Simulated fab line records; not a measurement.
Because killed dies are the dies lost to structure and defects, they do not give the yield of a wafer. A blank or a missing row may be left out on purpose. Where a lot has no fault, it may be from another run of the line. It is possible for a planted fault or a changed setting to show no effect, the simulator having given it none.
The tool behind it: which one?	flow n5 finfet	Sampling: 24 lots, 72 wafers, 6 of 1938 route steps

## WHAT THE GAUGES READ, wafer by wafer
N5_BEOL_M10_RS_MEAS_57: measurement is done with a four-point probe. Usual: M10_RS typically reads 0.1505 ohm/sq, with standard deviation 0.0023.
lot	measured	on	M10_RS (ohm/sq)	flag
L074	day 10 12:14	film metro-02	0.1522 0.1518 0.1480	
L076	day 11 00:08	film metro-01	0.1515 0.1510 0.1538	
L078	day 11 18:26	film metro-02	0.1518 0.1479 0.1480	
L075	day 11 21:02	film metro-02	0.1517 0.1525 0.1496	
L077	day 12 07:01	film metro-02	0.1496 0.1524 0.1481	
L083	day 12 18:09	film metro-02	0.1497 0.1474 0.1501	
L079	day 13 04:08	film metro-01	0.1516 0.1509 0.1529	
L081	day 13 09:33	film metro-01	0.1504 0.1478 0.1495	
L080	day 13 08:31	film metro-02	0.1520 0.1513 0.1475	
L084	day 13 17:58	film metro-02	0.1483 0.1505 0.1463	
L082	day 13 19:59	film metro-02	0.1514 0.1513 0.1507	
L087	day 13 23:49	film metro-02	0.1515 0.1540 0.1475	
L085	day 14 08:30	film metro-01	0.1486 0.1502 0.1499	
L086	day 14 14:42	film metro-01	0.1515 0.1508 0.1507	
L088	day 14 17:36	film metro-01	0.1484 0.1466 0.1514	
L090	day 14 18:52	film metro-01	0.1537 0.1492 0.1538	
L089	day 15 01:40	film metro-02	0.1483 0.1494 0.1517	
L091	day 15 16:13	film metro-02	0.1509 0.1553 0.1500	
L092	day 15 18:02	film metro-01	0.1515 0.1538 0.1536	
L093	day 15 21:13	film metro-02	0.1472 0.1482 0.1464	
L096	day 16 00:34	film metro-02	0.1478 0.1516 0.1531	
L095	day 16 05:09	film metro-02	0.1485 0.1508 0.1510	
L094	day 16 05:22	film metro-02	0.1500 0.1506 0.1487	
L097	day 17 02:04	film metro-02	0.1488 0.1454 0.1502	

N5_BEOL_M12_THK_MEAS_01. Usual: M12_ILD_THK typically reads 658 nm, with standard deviation 9.1.
lot	measured	on	M12_ILD_THK (nm)	flag
L074	day 10 19:45	film metro-01	651 658 675	
L076	day 11 12:07	film metro-01	655 650 661	
L078	day 12 03:23	film metro-02	641 656 668	
L075	day 12 07:21	film metro-02	667 667 664	
L077	day 12 14:21	film metro-01	664 676 673	
L083	day 13 04:17	film metro-02	648 648 656	
L079	day 13 10:37	film metro-02	651 660 654	
L081	day 13 17:37	film metro-02	649 645 658	
L080	day 13 17:20	film metro-02	659 659 668	
L084	day 14 03:20	film metro-02	653 657 654	
L082	day 14 05:44	film metro-02	642 659 655	
L087	day 14 11:07	film metro-01	662 671 679	
L085	day 14 15:48	film metro-02	648 658 643	
L086	day 14 22:47	film metro-02	654 655 659	
L088	day 15 00:55	film metro-02	652 642 645	
L090	day 15 04:50	film metro-01	646 657 653	
L089	day 15 11:49	film metro-01	657 654 658	
L091	day 16 01:12	film metro-01	670 682 678	
L092	day 16 01:46	film metro-02	648 658 664	
L093	day 16 04:59	film metro-02	648 647 656	
L096	day 16 07:35	film metro-02	660 657 661	
L095	day 16 15:32	film metro-01	650 666 669	
L094	day 16 16:08	film metro-02	652 664 670	
L097	day 17 13:21	film metro-01	656 667 674	

## WHICH TOOL RAN EACH LOT (tool, then ch and the chambers of the sampled wafers, then the start)
lot	N5_BEOL_M10_STRIP_67	N5_BEOL_M10_TRENCH_ETCH_37	N5_BEOL_M10_ETCH_41	N5_BEOL_M11_CURE_72
L074	rie diel-06 ch 1,2,3, day 10 06:10	rie diel-06 ch 0,2,3, day 10 12:14 or earlier	rie diel-06 ch 0,2,3, day 10 12:14 or earlier	uv cure-03 ch 0, day 10 17:28
L076	rie diel-03 ch 1,3, day 10 20:03	rie diel-03 ch 0,1,2, day 11 00:08 or earlier	rie diel-03 ch 0,1,2, day 11 00:08 or earlier	uv cure-01 ch 2, day 11 07:05
L078	rie diel-03 ch 1,2, day 11 14:51	rie diel-01 ch 1,2,3, day 11 18:26 or earlier	rie diel-01 ch 1,2,3, day 11 18:26 or earlier	uv cure-02 ch 0, day 12 00:41
L075	rie diel-01 ch 0,1, day 11 15:04	rie diel-03 ch 1,2, day 11 21:02 or earlier	rie diel-03 ch 1,2, day 11 21:02 or earlier	uv cure-02 ch 1, day 12 04:30
L077	rie diel-01 ch 0,1,2, day 12 02:01	rie diel-06 ch 0,1,2, day 12 07:01 or earlier	rie diel-06 ch 0,1,2, day 12 07:01 or earlier	uv cure-03 ch 1, day 12 11:29
L083	rie diel-01 ch 0,1, day 12 12:25	rie diel-06 ch 0,3, day 12 18:09 or earlier	rie diel-06 ch 0,3, day 12 18:09 or earlier	uv cure-01 ch 0, day 13 01:01
L079	rie diel-06 ch 0,2, day 12 21:48	rie diel-01 ch 1,2, day 13 04:08 or earlier	rie diel-01 ch 1,2, day 13 04:08 or earlier	uv cure-03 ch 0, day 13 08:14
L081	rie diel-06 ch 0,1,2, day 13 01:53	rie diel-01 ch 1,2, day 13 09:33 or earlier	rie diel-01 ch 1,2, day 13 09:33 or earlier	uv cure-02 ch 0, day 13 15:02
L080	rie diel-06 ch 2,3, day 13 02:08	rie diel-06 ch 0,1,2, day 13 08:31 or earlier	rie diel-06 ch 0,1,2, day 13 08:31 or earlier	uv cure-02 ch 1, day 13 14:44
L084	rie diel-06 ch 0,1,3, day 13 13:34	rie diel-01 ch 1,2, day 13 17:58 or earlier	rie diel-01 ch 1,2, day 13 17:58 or earlier	uv cure-01 ch 2, day 13 22:51
L082	rie diel-01 ch 0,2,3, day 13 15:41	rie diel-03 ch 2,3, day 13 19:59 or earlier	rie diel-03 ch 2,3, day 13 19:59 or earlier	uv cure-02 ch 0, day 14 02:27
L087	rie diel-01 ch 1,2,3, day 13 16:07	rie diel-03 ch 0,1,2, day 13 23:49 or earlier	rie diel-03 ch 0,1,2, day 13 23:49 or earlier	uv cure-03 ch 0, day 14 06:25
L085	rie diel-01 ch 0,3, day 14 03:01	rie diel-01 ch 0,2,3, day 14 08:30 or earlier	rie diel-01 ch 0,2,3, day 14 08:30 or earlier	uv cure-03 ch 0, day 14 13:13
L086	rie diel-06 ch 0,1,3, day 14 09:00	rie diel-03 ch 1,2,3, day 14 14:42 or earlier	rie diel-03 ch 1,2,3, day 14 14:42 or earlier	uv cure-02 ch 0, day 14 19:16
L088	rie diel-01 ch 1,2,3, day 14 13:37	rie diel-01 ch 1,2,3, day 14 17:36 or earlier	rie diel-01 ch 1,2,3, day 14 17:36 or earlier	uv cure-02 ch 2, day 14 22:25
L090	rie diel-03 ch 0,1, day 14 14:07	rie diel-06 ch 1,2, day 14 18:52 or earlier	rie diel-06 ch 1,2, day 14 18:52 or earlier	uv cure-02 ch 0, day 15 02:32
L089	rie diel-01 ch 0,2,3, day 14 20:10	rie diel-01 ch 0,3, day 15 01:40 or earlier	rie diel-01 ch 0,3, day 15 01:40 or earlier	uv cure-03 ch 2, day 15 08:41
L091	rie diel-01 ch 0,1,2, day 15 11:27	rie diel-01 ch 0,1, day 15 16:13 or earlier	rie diel-01 ch 0,1, day 15 16:13 or earlier	uv cure-03 ch 2, day 15 22:26
L092	rie diel-06 ch 0,2,3, day 15 13:21	rie diel-06 ch 0,1, day 15 18:02 or earlier	rie diel-06 ch 0,1, day 15 18:02 or earlier	uv cure-03 ch 1, day 15 22:54
L093	rie diel-03 ch 1,2, day 15 15:35	rie diel-01 ch 1,3, day 15 21:13 or earlier	rie diel-01 ch 1,3, day 15 21:13 or earlier	uv cure-02 ch 0, day 16 02:28
L096	rie diel-01 ch 0,1, day 15 20:11	rie diel-03 ch 0,2,3, day 16 00:34 or earlier	rie diel-03 ch 0,2,3, day 16 00:34 or earlier	uv cure-01 ch 1, day 16 04:55
L095	rie diel-06 ch 0,1,2, day 15 23:49	rie diel-03 ch 0,2,3, day 16 05:09 or earlier	rie diel-03 ch 0,2,3, day 16 05:09 or earlier	uv cure-02 ch 2, day 16 12:18
L094	rie diel-03 ch 0,3, day 15 23:51	rie diel-01 ch 0,3, day 16 05:22 or earlier	rie diel-01 ch 0,3, day 16 05:22 or earlier	uv cure-01 ch 0, day 16 12:33
L097	rie diel-06 ch 0,3, day 16 21:20	rie diel-03 ch 0,3, day 17 02:04 or earlier	rie diel-03 ch 0,3, day 17 02:04 or earlier	uv cure-03 ch 1, day 17 10:07
- N5_BEOL_M10_STRIP_67: strips in CF4.
- N5_BEOL_M10_TRENCH_ETCH_37: etches SiCOH lowk in C4F6/O2, target depth 148.83 nm, time 48 s.
- N5_BEOL_M10_ETCH_41: etches SiCN in CH3F/O2, target depth 42.6 nm, time 86 s.
- N5_BEOL_M11_CURE_72: cures SiCOH lowk, time 120 s.

## WHAT THE TOOLS THEMSELVES READ (means of the sampled wafers that have a number; where no wafer has one, the mark that the record gives instead)
N5_BEOL_M10_STRIP_67. Usual: drypump motor current A 5.8 A, standard deviation 0.41; oes product au 0.78 a.u., standard deviation 0.061; rf vpp V 271.1 V, standard deviation 1.4; showerhead plenum p Torr 1.79 Torr, standard deviation 0.049; throttle valve pct 13.68 %, standard deviation 0.29.
lot	tool	drypump motor current A (A)	oes product au (a.u.)	rf vpp V (V)	showerhead plenum p Torr (Torr)	throttle valve pct (%)	flag
L074	rie diel-06	6.0	0.78	270.8	1.78	13.75	
L076	rie diel-03	5.3	0.76	271.2	1.77	13.66	
L078	rie diel-03	5.7	0.80	273.7	1.88	13.60	
L075	rie diel-01	5.4	0.82	270.3	1.77	13.63	
L077	rie diel-01	5.6	0.77	270.7	1.80	13.66	
L083	rie diel-01	5.5	0.82	269.7	1.77	13.66	
L079	rie diel-06	6.4	0.72	270.7	1.78	14.01	
L081	rie diel-06	6.1	0.74	270.7	1.77	13.90	
L080	rie diel-06	6.3	0.74	270.6	1.79	13.91	
L084	rie diel-06	5.7	0.77	270.9	1.77	13.68	
L082	rie diel-01	5.8	0.79	271.4	1.79	13.65	
L087	rie diel-01	5.8	0.77	271.4	1.80	13.48	
L085	rie diel-01	5.7	0.82	269.3	1.75	13.64	
L086	rie diel-06	5.7	0.76	270.9	1.77	13.71	
L088	rie diel-01	5.8	0.76	272.2	1.80	13.50	
L090	rie diel-03	5.9	0.86	273.4	1.87	13.41	
L089	rie diel-01	5.8	0.77	269.9	1.78	13.68	
L091	rie diel-01	5.6	0.75	270.9	1.79	13.73	
L092	rie diel-06	6.0	0.73	272.0	1.78	13.84	
L093	rie diel-03	5.7	0.77	272.9	1.87	13.69	
L096	rie diel-01	5.5	0.79	270.2	1.76	13.71	
L095	rie diel-06	6.1	0.73	270.7	1.76	13.97	
L094	rie diel-03	5.7	0.92	272.3	1.85	13.47	
L097	rie diel-06	5.5	0.74	271.1	1.79	13.64	

N5_BEOL_M10_TRENCH_ETCH_37. Usual: drypump motor current A 5.8 A, standard deviation 0.41; oes product au 0.79 a.u., standard deviation 0.074; rf vpp V 667 V, standard deviation 4.3; showerhead plenum p Torr 2.87 Torr, standard deviation 0.088; throttle valve pct 21.0 %, standard deviation 0.31.
lot	tool	drypump motor current A (A)	oes product au (a.u.)	rf vpp V (V)	showerhead plenum p Torr (Torr)	throttle valve pct (%)	flag
L074	rie diel-06	6.0	0.78	669	2.85	21.1	
L076	rie diel-03	5.8	0.78	669	2.97	21.0	
L078	rie diel-01	5.8	0.79	667	2.86	20.8	
L075	rie diel-03	5.8	0.83	667	3.00	20.8	
L077	rie diel-06	6.1	0.75	664	2.81	21.3	
L083	rie diel-06	5.7	0.76	666	2.85	21.0	
L079	rie diel-01	5.8	0.72	670	2.90	21.0	
L081	rie diel-01	5.6	0.75	666	2.88	20.8	
L080	rie diel-06	6.1	0.75	664	2.81	21.3	
L084	rie diel-01	5.6	0.75	666	2.88	20.8	
L082	rie diel-03	5.3	0.91	672	3.01	20.9	
L087	rie diel-03	5.8	0.84	668	2.96	20.9	
L085	rie diel-01	5.8	0.79	669	2.82	21.0	
L086	rie diel-03	5.5	0.84	668	3.00	20.9	
L088	rie diel-01	5.8	0.76	667	2.84	20.8	
L090	rie diel-06	6.5	0.73	666	2.80	21.4	
L089	rie diel-01	5.7	0.81	666	2.77	21.1	
L091	rie diel-01	5.5	0.77	664	2.82	20.9	
L092	rie diel-06	5.8	0.73	661	2.80	21.2	
L093	rie diel-01	5.9	0.80	664	2.79	20.5	
L096	rie diel-03	5.6	0.86	670	2.96	21.0	
L095	rie diel-03	5.6	0.86	671	2.96	21.0	
L094	rie diel-01	5.7	0.81	667	2.77	21.1	
L097	rie diel-03	5.4	0.91	670	2.99	20.9	

N5_BEOL_M10_ETCH_41. Usual: drypump motor current A 5.8 A, standard deviation 0.41; oes product au 0.79 a.u., standard deviation 0.074; rf vpp V 297.6 V, standard deviation 1.5; showerhead plenum p Torr 2.02 Torr, standard deviation 0.064; throttle valve pct 16.37 %, standard deviation 0.3.
lot	tool	drypump motor current A (A)	oes product au (a.u.)	rf vpp V (V)	showerhead plenum p Torr (Torr)	throttle valve pct (%)	flag
L074	rie diel-06	6.0	0.77	297.4	2.00	16.47	
L076	rie diel-03	5.8	0.77	298.9	2.09	16.39	
L078	rie diel-01	5.8	0.79	297.5	2.01	16.15	
L075	rie diel-03	5.7	0.83	299.5	2.11	16.20	
L077	rie diel-06	6.1	0.75	296.7	1.97	16.64	
L083	rie diel-06	5.6	0.76	297.6	2.00	16.38	
L079	rie diel-01	5.8	0.73	297.8	2.04	16.39	
L081	rie diel-01	5.6	0.76	298.3	2.02	16.22	
L080	rie diel-06	6.1	0.74	296.5	1.97	16.66	
L084	rie diel-01	5.6	0.76	297.0	2.02	16.22	
L082	rie diel-03	5.3	0.90	299.3	2.12	16.26	
L087	rie diel-03	5.8	0.85	298.4	2.08	16.30	
L085	rie diel-01	5.8	0.78	296.1	1.98	16.38	
L086	rie diel-03	5.5	0.84	299.0	2.11	16.27	
L088	rie diel-01	5.8	0.77	297.9	2.00	16.20	
L090	rie diel-06	6.5	0.73	296.3	1.96	16.82	
L089	rie diel-01	5.7	0.82	296.8	1.94	16.39	
L091	rie diel-01	5.5	0.77	296.6	1.98	16.27	
L092	rie diel-06	5.8	0.73	296.8	1.97	16.55	
L093	rie diel-01	5.9	0.80	296.6	1.96	15.98	
L096	rie diel-03	5.6	0.86	298.5	2.08	16.35	
L095	rie diel-03	5.6	0.86	298.6	2.08	16.36	
L094	rie diel-01	5.7	0.80	296.1	1.94	16.44	
L097	rie diel-03	5.4	0.90	299.7	2.10	16.23	

N5_BEOL_M11_CURE_72. Usual: lamp power pct 52.31 %, standard deviation 0.058; wafer_temp_C_max 372.1, standard deviation 0.89.
lot	tool	lamp power pct (%)	wafer_temp_C_max	flag
L074	uv cure-03	52.34	372.9	
L076	uv cure-01	52.32	371.7	
L078	uv cure-02	52.35	371.2	
L075	uv cure-02	52.27	372.1	
L077	uv cure-03	52.26	372.4	
L083	uv cure-01	52.32	371.3	
L079	uv cure-03	52.39	372.8	
L081	uv cure-02	52.30	370.8	
L080	uv cure-02	52.32	371.8	
L084	uv cure-01	52.37	371.6	
L082	uv cure-02	52.25	371.7	
L087	uv cure-03	52.22	372.9	
L085	uv cure-03	52.29	373.3	
L086	uv cure-02	52.33	371.7	
L088	uv cure-02	52.28	373.3	
L090	uv cure-02	52.27	371.6	
L089	uv cure-03	52.31	371.5	
L091	uv cure-03	52.27	371.3	
L092	uv cure-03	52.30	373.3	
L093	uv cure-02	52.28	371.2	
L096	uv cure-01	52.29	371.8	
L095	uv cure-02	52.26	373.1	
L094	uv cure-01	52.28	371.7	
L097	uv cure-03	52.29	372.8	

## THE ANSWER, worked out from the rows above alone
Rule: a lot is off if the mean of its wafers that have a number lies more than 3 standard deviations from the usual mean. Also off: a lot with no number at a reading for which 4 or more lots have one. Where the step has rows for the other lots, those lots are counted as sound. The gauges are gone through in route order, then the tools' own readings, and for those a lot's mean is taken as printed above. At the first step where some lot is off, the reading lying furthest off is the one used; lots without a number count as furthest.
No lot is off on any of the readings shown, so nothing can be concluded from this.

## WHAT THE SIMULATOR HAD PUT IN
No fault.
